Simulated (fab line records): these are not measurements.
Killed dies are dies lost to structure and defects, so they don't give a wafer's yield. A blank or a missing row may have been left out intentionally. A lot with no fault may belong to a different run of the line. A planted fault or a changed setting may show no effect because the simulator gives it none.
Code-filled problem report in 8D (eight disciplines) form | flow n5 finfet | the parts of the form that need people (team, actions taken, sign-off) are left out
Where a reading is given only as a bound, like >300, the bound stands for it, and a mean or a difference that rests on one is marked > or <: the true number lies beyond.

## 1. THE ISSUE
raw defect count at N5_SD_EPI_N_INSPECT_26 reads a mean of 662 on 5 wafers of 2 lots; wafers without a fault read 219 with a standard deviation of 43. Measured from the usual mean, that is +10 standard deviations.
The step: inspects for defects (darkfield).
Seen first at day 5 21:24 on defect inspect-02, wafer L458.1. The record holds 26 wafers of 9 lots with a number at this step. Rule for "out" (also "out of limits"): further than 4 standard deviations from the usual mean. Any other wafer with a number is counted as sound.

## 2. WHAT IT IS, AND WHAT IT ISN'T
question                    | is                     | is not
which readings at this step | raw defect count       | -
which lots                  | L458, L462             | L451, L456, L457, L463, L468, L470, L471
which wafers of those lots  | all that have a number | -
read on which gauges        | defect inspect-02      | defect inspect-01
when                        | from day 5 21:24       | up to then (9 sound wafers); but 12 sound wafers of L463, L468, L470, L471 came after

## 3. WHAT RULES OUT EACH SUSPECT
Counting: any tool at a process step up to the reading is kept as a suspect provided that every lot that is out went through it and no sound lot did after the first of them.
- the gauge at N5_SD_EPI_N_INSPECT_26 has been ruled out. All the wafers that are out were read on defect inspect-02, but those of them that N5_SD_EPI_P_INSPECT_11 has rows for are out there too, on other tools.
- rie diel-01 at N5_SD_EPI_N_ETCHBACK_44 (etches SiNx in CH3F/O2, stops on SiO2, target depth 14.5 nm): ruled out as a lasting fault. After its first lot that is out, L458 (day 5 17:14), sound lots L470, L471 ran on it.
- epi rpcvd-03 at N5_SD_EPI_N_VAPOR_ETCH_50 (etches Si in HCl, time 54 s): kept. Every lot that is out went through it, starting with L458 (day 5 18:54), and after that it ran no sound lot; the last sound lot it ran before then is L457 (day 5 16:43).
After counting, what remains is epi rpcvd-03 at N5_SD_EPI_N_VAPOR_ETCH_50.

## 4. THE CAUSE (what the simulator had put in)
Chamber particle source: epi rpcvd-03, from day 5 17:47 on, at N5_SD_EPI_N_VAPOR_ETCH_50. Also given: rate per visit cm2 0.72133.
This tool alone remained once counting was done.

## 5. THE EFFECT CHAIN, in route order
One row per reading whose mean, taken over the struck wafers that have a number, lies over 3 standard deviations from the usual. Readings are gone through only where the record gives a usual standard deviation; hours: the median, over the lots, of the time from a lot's start at the first step in this table giving one to that lot's start at this step; sigmas: the change measured in usual standard deviations.
hours | step                        | reading              | usual  | on struck wafers | change | sigmas
0     | N5_SD_EPI_N_INSPECT_26      | raw defect count     | 219    | 662              | +443   | +10
0     | N5_SD_EPI_P_INSPECT_11      | raw defect count     | 2.1    | >300             | >+298  | +99 or more
5     | N5_SD_EPI_P_INSPECT_26      | raw defect count     | 188    | 651              | +463   | +12
6     | N5_SD_ACTIVATION_INSPECT_02 | raw defect count     | 188    | 644              | +456   | +11
236   | N5_PASSIVATION_PROBE_49     | defect limited yield | 91.3 % | 82.6             | -8.7   | -5.8
236   | N5_PASSIVATION_PROBE_49     | killed at front end  | 39     | 140              | +101   | +7.8
236   | N5_PASSIVATION_PROBE_49     | killed dies          | 103    | 205              | +102   | +5.7
236   | N5_PASSIVATION_PROBE_49     | sort_bin_5_function  | 5.2 %  | 11.7             | +6.5   | +6.5
236   | N5_PASSIVATION_PROBE_49     | sort n pass          | 1077   | 975              | -102   | -5.7
236   | N5_PASSIVATION_PROBE_49     | sort yield pct       | 91.3 % | 82.6             | -8.7   | -5.8
The process steps in it:
- N5_PASSIVATION_PROBE_49

## 6. WHAT WOULD HAVE CAUGHT IT SOONER
4 hours passed between the start of the fault at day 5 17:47 and the first reading out of limits at a measuring or inspecting step in this record, taken at day 5 21:24.
No tool reading at N5_SD_EPI_N_VAPOR_ETCH_50 that has a usual standard deviation in the record was out on any struck wafer, so an alarm limit of 4 standard deviations on those readings would not have fired.
Of the lots that are out (2), L462 began N5_SD_EPI_N_VAPOR_ETCH_50 on epi rpcvd-03 after day 5 21:24. Putting the tool on hold at that point would have spared it.
